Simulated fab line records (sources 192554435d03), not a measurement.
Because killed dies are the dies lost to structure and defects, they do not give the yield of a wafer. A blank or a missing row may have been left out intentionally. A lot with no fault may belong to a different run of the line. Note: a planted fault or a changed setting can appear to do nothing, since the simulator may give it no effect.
A struck lot beside a sound one	flow n5_finfet	35 out of 1938 route steps
Sound: the wafers L810.1, L810.2, L810.3. Struck: wafer L818.5. (L818.4, L818.6 of the same lot were not struck and are left out.) The cause comes at the end.
Each step with rows lists, per side, the tool, then ch with its chambers, then its first start. Under that, the readings that differ: sound wafers	struck wafers	difference of the means	sigmas: that difference in standard deviations of wafers without a fault.
alike: words and numbers the same on both sides, and readings whose means are apart by under 2 such deviations; not compared: readings that were withheld, readings missing a value for some wafer, numbers with overlapping values and no deviation given by the record, and bounds like >300 which may hide the same value.
A row with sigmas, a row that says differs or no value, or rows on one side alone: a step with any of these is where the two part. Non-overlapping numbers with no deviation appear without sigmas and do not part them. A reading that every wafer of one side lacks parts them only if that side has two wafers or more.

first, 8 steps without rows for these wafers: N5_BEOL_M9_ECD_50 (material Cu, target thk 318 nm); N5_BEOL_M9_ANNEAL_51 (time 90 s); N5_BEOL_M9_CMP_52 (polishes, stops on SiCOH lowk, t overpolish 7 s, target thk 140 nm); N5_BEOL_M9_PRE_CLEAN_55 (time 15 s); N5_BEOL_M9_DEP_56 (deposits SiCN from 3MS/NH3, target thk 15 nm, time 26.5 s); N5_BEOL_M10_ILD_DEP_00 (deposits SiCOH lowk from DEMS/porogen, target thk 308.51 nm, time 58 s); N5_BEOL_M10_CURE_71 (cures SiCOH lowk, time 240 s); N5_BEOL_M10_PECVD_70 (deposits SiO2 from TEOS/O2, target thk 20 nm, time 22.7 s).
N5_BEOL_M10_HM_DEP_02: deposits TiN, target thk 20 nm.
  sound on pvd_sputter-01 at day 13 02:45; struck on pvd_sputter-01 at day 16 06:06
  alike: chamber_pressure_pa, throttle_valve_pct
then, 8 steps without rows for these wafers: N5_BEOL_M10_COAT_59 (time 60 s, resist thk 100 nm); N5_BEOL_M10_COAT_60 (time 60 s, resist thk 30 nm); N5_BEOL_M10_COAT_05 (resist thk 90 nm); N5_BEOL_M10_EBR_07; N5_BEOL_M10_SOFTBAKE_06 (time 60 s); N5_BEOL_M10_EXPOSE_08 (exposes mask M10); N5_BEOL_M10_PEB_09 (peb time 60 s); N5_BEOL_M10_DEVELOP_10 (develop time 30 s).
N5_BEOL_M10_INSPECT_13: inspects for defects (brightfield).
  sound on defect_inspect-01 at day 13 03:18; struck on defect_inspect-02 at day 16 06:40
reading	sound	struck	difference	sigmas
raw_defect_count	275 364 377	766	+427	+4
then, 15 steps without rows for these wafers: N5_BEOL_M10_DESCUM_16 (chemistry O2, time 7.9 s); N5_BEOL_M10_ETCH_61 (etches SiARC in CF4, target depth 39 nm, time 65 s); N5_BEOL_M10_ETCH_62 (etches SOC in N2/H2, target depth 110 nm, overetch 22 nm, time 165 s); N5_BEOL_M10_STRIP_68 (strips in N2/H2); N5_BEOL_M10_STRIP_67 (strips in CF4); N5_BEOL_M10_HM_OPEN_17 (chemistry Cl2/BCl3, target TiN, target depth 20 nm, overetch 6 nm); N5_BEOL_M10_STRIP_19 (strips in O2); N5_BEOL_M10_COAT_63 (time 60 s, resist thk 100 nm); N5_BEOL_M10_COAT_64 (time 60 s, resist thk 30 nm); N5_BEOL_M10_COAT_22 (resist thk 90 nm); N5_BEOL_M10_EBR_24; N5_BEOL_M10_SOFTBAKE_23 (time 60 s); N5_BEOL_M10_EXPOSE_25 (exposes mask V9); N5_BEOL_M10_PEB_26 (peb time 60 s); N5_BEOL_M10_DEVELOP_27 (develop time 30 s).
N5_BEOL_M10_INSPECT_30: inspects for defects (brightfield).
  sound on defect_inspect-02 at day 13 05:35; struck on defect_inspect-02 at day 16 09:22
reading	sound	struck	difference	sigmas
raw_defect_count	268 369 345	746	+419	+4
-- here the record skips 2 days between the struck wafers' starts before and after, leaving off in module BEOL_M10 and picking up in module PASSIVATION (first step shown: number 1936 of the route) --
N5_PASSIVATION_PROBE_49:
  sound on prober-02 at day 15 15:22; struck on prober-02 at day 18 12:20
reading	sound	struck	difference	sigmas
defect_limited_yield (%)	90.2 92.3 92.9	88.8	-3.0	-2
killed_at_M4_up	20 17 13	68	+51	+8
killed_dies	116 91 84	132	+35	+2
killed_on_rim	12 13 11	31	+19	+5
sort_bin_5_function (%)	6.1 4.7 3.6	6.9	+2.1	+2
sort_n_pass	1064 1089 1096	1048	-35	-2
sort_yield_pct (%)	90.2 92.3 92.9	88.8	-3.0	-2
  alike: killed_at_M0_to_M3, killed_at_contacts, killed_at_front_end, killed_at_other, killed_open, killed_short, sort_bin_6_memory

WHERE THEY PART
Last at N5_PASSIVATION_PROBE_49 as far as this record goes, first at N5_BEOL_M10_INSPECT_13.

WHY: what had been put in by the simulator
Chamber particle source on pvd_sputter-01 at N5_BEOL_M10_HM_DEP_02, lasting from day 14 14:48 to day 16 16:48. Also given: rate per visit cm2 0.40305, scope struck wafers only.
